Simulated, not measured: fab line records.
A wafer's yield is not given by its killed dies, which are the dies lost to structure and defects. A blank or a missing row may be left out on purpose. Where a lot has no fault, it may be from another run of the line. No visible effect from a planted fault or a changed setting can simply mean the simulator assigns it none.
Chamber matching || flow n5Finfet || N5_GATE_CUT_CMP_02 on cmp-03 has 4 sister chambers
The step polishes, stops on SiO2, t overpolish 12.7 s, target thk 0 nm. 7 wafers are shown with their chamber, then 7 later ones without.

WAFERS WITH THEIR CHAMBER
{"wafer": "L076.2", "chamber": 1, "motorCurrentA (A)": 8.4, "timeToEndpointS (s)": 27.1}
{"wafer": "L077.3", "chamber": 1, "motorCurrentA (A)": 8.3, "timeToEndpointS (s)": 25.8}
{"wafer": "L078.1", "chamber": 3, "motorCurrentA (A)": 8.9, "timeToEndpointS (s)": 26.3}
{"wafer": "L078.2", "chamber": 0, "motorCurrentA (A)": 10.1, "timeToEndpointS (s)": 29.4}
{"wafer": "L078.6", "chamber": 3, "motorCurrentA (A)": 9.1, "timeToEndpointS (s)": 28.0}
{"wafer": "L081.2", "chamber": 2, "motorCurrentA (A)": 7.5, "timeToEndpointS (s)": 29.1}
{"wafer": "L081.5", "chamber": 2, "motorCurrentA (A)": 8.0, "timeToEndpointS (s)": 29.9}

WAFERS WITH NO CHAMBER GIVEN
{"wafer": "L081.6", "motorCurrentA (A)": 8.7, "timeToEndpointS (s)": 28.1}
{"wafer": "L089.3", "motorCurrentA (A)": 7.9, "timeToEndpointS (s)": 27.8}
{"wafer": "L089.4", "motorCurrentA (A)": 9.4, "timeToEndpointS (s)": 26.9}
{"wafer": "L089.5", "motorCurrentA (A)": 9.7, "timeToEndpointS (s)": 29.0}
{"wafer": "L090.3", "motorCurrentA (A)": 9.7, "timeToEndpointS (s)": 29.6}
{"wafer": "L090.4", "motorCurrentA (A)": 8.5, "timeToEndpointS (s)": 26.6}
{"wafer": "L090.6", "motorCurrentA (A)": 8.8, "timeToEndpointS (s)": 28.0}

WHICH CHAMBER EACH ONE RAN IN
{"wafer": "L081.6", "from the rows above": "can't be placed: 3 or 1", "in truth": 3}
{"wafer": "L089.3", "from the rows above": "can't be placed: 2 or 1", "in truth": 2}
{"wafer": "L089.4", "from the rows above": 3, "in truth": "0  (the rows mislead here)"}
{"wafer": "L089.5", "from the rows above": "can't be placed: 0 or 3", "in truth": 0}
{"wafer": "L090.3", "from the rows above": 0, "in truth": 0}
{"wafer": "L090.4", "from the rows above": "can't be placed: 1 or 3", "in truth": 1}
{"wafer": "L090.6", "from the rows above": "can't be placed: 3 or 1", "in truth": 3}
Correctly placed: 1 of 7. From these rows, 5 cannot be placed; in 5 the true chamber is one of the candidates. Number placed wrongly: 1.
How it was worked out, from the rows above alone: a wafer's distance from a chamber is the root of the sum, over the readings, of the square of ((its reading less the chamber's mean) divided by the reading's scatter). The wafer belongs to the nearest chamber; if the next one is less than 2 further off, it can't be placed. The mean given for a chamber averages the wafers shown for that chamber. How the scatter is found: for the shown wafers, subtract from each reading the mean of its chamber, square and add these, divide the total by (wafers less chambers), then take the root.
